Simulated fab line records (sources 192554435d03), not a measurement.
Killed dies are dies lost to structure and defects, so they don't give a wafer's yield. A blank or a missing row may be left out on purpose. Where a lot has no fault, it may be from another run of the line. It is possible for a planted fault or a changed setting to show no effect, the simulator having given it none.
Chamber matching	flow n5 finfet	N5_ILD0_CMP_03 on cmp-01: 4 sister chambers
The step polishes, stops on SiNx, t overpolish 1.9 s, target thk 197.38 nm. 14 wafers are shown with their chamber, then 7 later ones without.

## WAFERS, EACH WITH ITS CHAMBER
wafer	chamber	motor current A (A)	overpolish run s (s)	slurry filter dp kPa (kPa)
L074.1	3	11.1	1.897	13.53
L074.5	2	15.0	1.898	13.59
L074.6	1	12.4	1.909	13.54
L078.1	3	12.1	1.911	13.35
L078.4	0	14.1	1.923	13.55
L078.6	0	14.3	1.891	13.23
L082.2	1	11.9	1.903	13.64
L082.3	3	12.0	1.885	13.51
L082.6	1	12.3	1.906	13.50
L083.1	1	12.1	1.902	13.40
L083.2	0	13.9	1.902	13.65
L083.6	3	11.6	1.890	13.48
L086.1	3	11.9	1.899	13.29
L086.3	0	14.1	1.910	13.31

SIGNATURES (means of the wafers above)
reading	chamber 0	chamber 1	chamber 2	chamber 3	scatter within a chamber
motor current A	14.100	12.175	15.000	11.740	0.297
overpolish run s	1.90650	1.90500	1.89800	1.89640	0.00983
slurry filter dp kPa	13.4350	13.5200	13.5900	13.4320	0.138
Rule: for a wafer and a chamber, the distance is found by dividing, reading by reading, the gap between the wafer's reading and the chamber's mean by the reading's scatter, squaring, summing and taking the root. The wafer belongs to the nearest chamber; if the next one is less than 2 further off, it can't be placed. How the scatter is found: for the shown wafers, subtract from each reading the mean of its chamber, square and add these, divide the total by (wafers less chambers), then take the root.

## WAFERS MISSING THEIR CHAMBER
wafer	motor current A (A)	overpolish run s (s)	slurry filter dp kPa (kPa)
L086.4	15.8	1.902	13.69
L090.1	13.8	1.912	13.34
L090.2	15.2	1.897	13.40
L090.5	15.1	1.894	13.48
L091.3	16.1	1.879	13.50
L091.4	11.5	1.901	13.31
L091.6	14.4	1.907	13.32

## THE CHAMBER EACH PASSED THROUGH
wafer	from the rows above	in truth
L086.4	2	2
L090.1	0	0
L090.2	2	2
L090.5	2	2
L091.3	2	2
L091.4	can't be placed: 3 or 1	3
L091.6	can't be placed: 0 or 2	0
5 of 7 placed correctly. Unplaceable from these rows: 2, with the true chamber sitting among the candidates in 2. Placed wrongly: 0.
